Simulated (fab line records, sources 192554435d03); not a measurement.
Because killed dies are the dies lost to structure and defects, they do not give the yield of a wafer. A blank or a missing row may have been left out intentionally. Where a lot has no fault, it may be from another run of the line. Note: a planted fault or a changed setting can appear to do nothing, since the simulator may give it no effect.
Chamber matching	flow n5_finfet	N5_SDB_ETCH_18 on rie_diel-02 has 4 sister chambers
The step etches SOC in N2/H2, target depth 100 nm, overetch 20 nm, time 150 s. 15 wafers are shown with their chamber, then 7 later ones without.

## EACH WAFER AND ITS CHAMBER
wafer	chamber	drypump_motor_current_A (A)	oes_product_au (a.u.)	showerhead_plenum_p_Torr (Torr)
L587.4	3	6.0	0.65	2.54
L587.5	0	5.1	0.83	2.51
L587.6	2	6.3	0.74	2.48
L592.3	0	5.0	0.81	2.51
L592.4	3	5.9	0.65	2.53
L592.5	1	5.5	0.84	2.49
L594.3	2	6.2	0.72	2.48
L594.4	3	6.0	0.64	2.53
L594.5	0	5.1	0.81	2.51
L595.2	0	5.0	0.80	2.51
L595.5	3	6.0	0.64	2.53
L595.6	2	6.2	0.73	2.48
L598.1	2	6.3	0.72	2.47
L598.3	3	6.0	0.63	2.53
L598.5	3	5.9	0.63	2.53

SIGNATURES, as means of the wafers listed above
reading	chamber 0	chamber 1	chamber 2	chamber 3	scatter within a chamber
drypump_motor_current_A	5.050	5.500	6.250	5.967	0.055
oes_product_au	0.8125	0.8400	0.7275	0.6400	0.0102
showerhead_plenum_p_Torr	2.5100	2.4900	2.4775	2.5317	0.00379
Rule: distance of a wafer from a chamber = root of the sum over the readings of ((wafer's reading minus chamber's mean) / reading's scatter) squared. The wafer belongs to the nearest chamber; if the next one is less than 2 further off, it can't be placed. The scatter: take each reading less its chamber's mean, square it, sum over the shown wafers, divide by the number of wafers less the number of chambers, and take the root.

## WAFERS WITH NO CHAMBER GIVEN
wafer	drypump_motor_current_A (A)	oes_product_au (a.u.)	showerhead_plenum_p_Torr (Torr)
L600.1	5.1	0.91	2.50
L600.3	6.2	0.72	2.47
L602.3	6.0	0.63	2.52
L602.5	6.0	0.72	2.52
L606.1	5.5	0.87	2.47
L606.5	6.3	0.79	2.47
L606.6	6.0	0.63	2.52

## WHICH CHAMBER EACH ONE RAN IN
wafer	from the rows above	in truth
L600.1	can't be placed: 0 or 1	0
L600.3	2	2
L602.3	3	3
L602.5	3	3
L606.1	1	1
L606.5	2	2
L606.6	3	3
Correctly placed: 6 of 7. From these rows, 1 cannot be placed; in 1 the true chamber is one of the candidates. Number placed wrongly: 0.
